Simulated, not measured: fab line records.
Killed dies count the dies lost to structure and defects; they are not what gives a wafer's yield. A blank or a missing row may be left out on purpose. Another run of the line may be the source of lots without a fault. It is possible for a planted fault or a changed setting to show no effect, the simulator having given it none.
Struck lot and sound lot, side by side :: flow n5 finfet :: 15 out of 1938 route steps
Sound: the wafers L623.1, L623.2, L623.6. Struck: wafers L635.1, L635.2, L635.6. The cause is given at the end.
At each step with rows: each side's tool, then ch and its chambers, then its first start. Under that, the readings that differ: sound wafers :: struck wafers :: difference of the means :: sigmas: that difference in standard deviations of wafers without a fault.
alike: a reading whose means differ by less than 2 such deviations, as well as words and numbers matching on both sides. not compared: withheld readings; readings where some wafer has no value; bounds like >300 that might hide an equal value; numbers whose values overlap and for which the record gives no deviation.
The two part at a step that has a row with sigmas, a row that says differs or no value, or rows on one side only. Numbers that have no deviation but don't overlap get no sigmas and don't part them. A reading missing from all wafers of one side parts the sides only when that side holds two or more wafers.

first, 1 step without rows for these wafers: N5_HKMG_FIN_COAT_66 (time 60 s, resist thk 300 nm).
N5_HKMG_FIN_ETCH_67: etches SOC in N2/H2, stops on TiN, target depth 388.9 nm.
  sound on rie diel-02 ch 1,2, day 4 12:02; struck on rie diel-02 ch 0,1,3, day 7 14:38
  alike: drypump motor current A, oes product au, rf vpp V, showerhead plenum p Torr, throttle valve pct
  not compared: rf hours counter h
N5_HKMG_FIN_STRIP_90: strips SOC in N2/H2, time 20 s.
  sound on rie diel-02 ch 1,2, day 4 12:06; struck on rie diel-02 ch 0,1,3, day 7 14:41
  alike: bias power w, drypump motor current A, oes product au, rf vpp V, showerhead plenum p Torr, temp c, throttle valve pct
  not compared: rf hours counter h
then, 2 steps without rows for these wafers: N5_HKMG_FIN_WET_ETCH_73 (etches the open film in SC1, time 42.3 s, target depth 1.3 nm, rinse time 30 s); N5_HKMG_FIN_ETCHBACK_68 (etches the open film in Cl2/Ar, stops on HfO2, target depth 0.5 nm).
N5_HKMG_FIN_STRIP_69: strips in N2/H2, time 360 s.
  sound on plasma asher-02 ch 0,1, day 4 12:25; struck on plasma asher-02 ch 0,1, day 7 15:00
  alike: drypump motor current A, heater power w, temp c
  not compared: rf hours counter h
N5_HKMG_FIN_ALD_21: deposits TiN, target thk 1.5 nm, pulse time 1 s, purge time 3 s.
  sound on ald metal-02 ch 1,2,3, day 4 12:47; struck on ald metal-03 ch 1,2, day 7 15:23
  alike: heater power w, precursor pulse height rel, susceptor temp C
then, 4 steps without rows for these wafers: N5_HKMG_FIN_ALD_72 (deposits W, target thk 2 nm, pulse time 1 s, purge time 2 s); N5_HKMG_FIN_W_FILL_22 (material W, target thk 60 nm, time 18.2 s); N5_HKMG_FIN_PRECLEAN_83 (cleans in DIW, time 57.5 s); N5_HKMG_FIN_SRD_84 (dry time 32 s).
N5_HKMG_FIN_CMP_23: polishes, stops on SiNx, t overpolish 10 s, target thk 46.326 nm.
  sound on cmp-02 ch 2,3, day 4 13:19; struck on cmp-03 ch 2,3, day 7 15:55
  alike: head pressure psi, motor current A, overpolish run s, retaining ring pressure frac, time to endpoint s
N5_HKMG_FIN_CMP_94: polishes, stops on SiNx, t overpolish 4.7 s, target thk 43.299 nm.
  sound on cmp-02 ch 2,3, day 4 13:48; struck on cmp-03 ch 2,3, day 7 16:24
reading: head pressure psi (psi)
sound: 3.996 3.985 3.999
struck: 3.793 3.797 3.804
difference: -0.195
sigmas: -22
  alike: motor current A, retaining ring pressure frac
-- the record jumps here: 4 days lie between the struck wafers' starts before and after (it left off in module HKMG_FIN and takes up again in module BEOL_M4, whose first step shown is number 1111 of the route) --
N5_BEOL_M4_RC_MEAS_101:
  sound on prober-01 ch 0, day 7 23:13; struck on prober-02 ch 0, day 11 16:21
  alike: DIBL_N, DIBL_P, IOFF_N, IOFF_P, ION_N, ION_P, SS_N, SS_P, VT_N, VT_P
-- a jump in the record: the struck wafers' starts before and after are 4 days apart (it breaks off in module BEOL_M4 and resumes in module PASSIVATION, where the first step shown is number 1936 of the route) --
N5_PASSIVATION_PROBE_49:
  sound on prober-01 at day 12 04:47; struck on prober-02 at day 16 01:12
  alike: defect limited yield, killed_at_M0_to_M3, killed_at_M4_up, killed at contacts, killed at front end, killed at other, killed dies, killed open, killed short, sort_bin_5_function, sort_bin_6_memory, sort_bin_8_speed, sort n pass, sort yield pct

WHERE THEY PART
At N5_HKMG_FIN_CMP_94 and nowhere else, as far as this record goes. Later steps at which nothing parts them and some readings are alike: N5_BEOL_M4_RC_MEAS_101, N5_PASSIVATION_PROBE_49.

WHY: whatever the simulator had introduced
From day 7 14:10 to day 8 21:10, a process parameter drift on cmp-03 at N5_HKMG_FIN_CMP_94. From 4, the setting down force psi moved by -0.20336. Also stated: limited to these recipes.
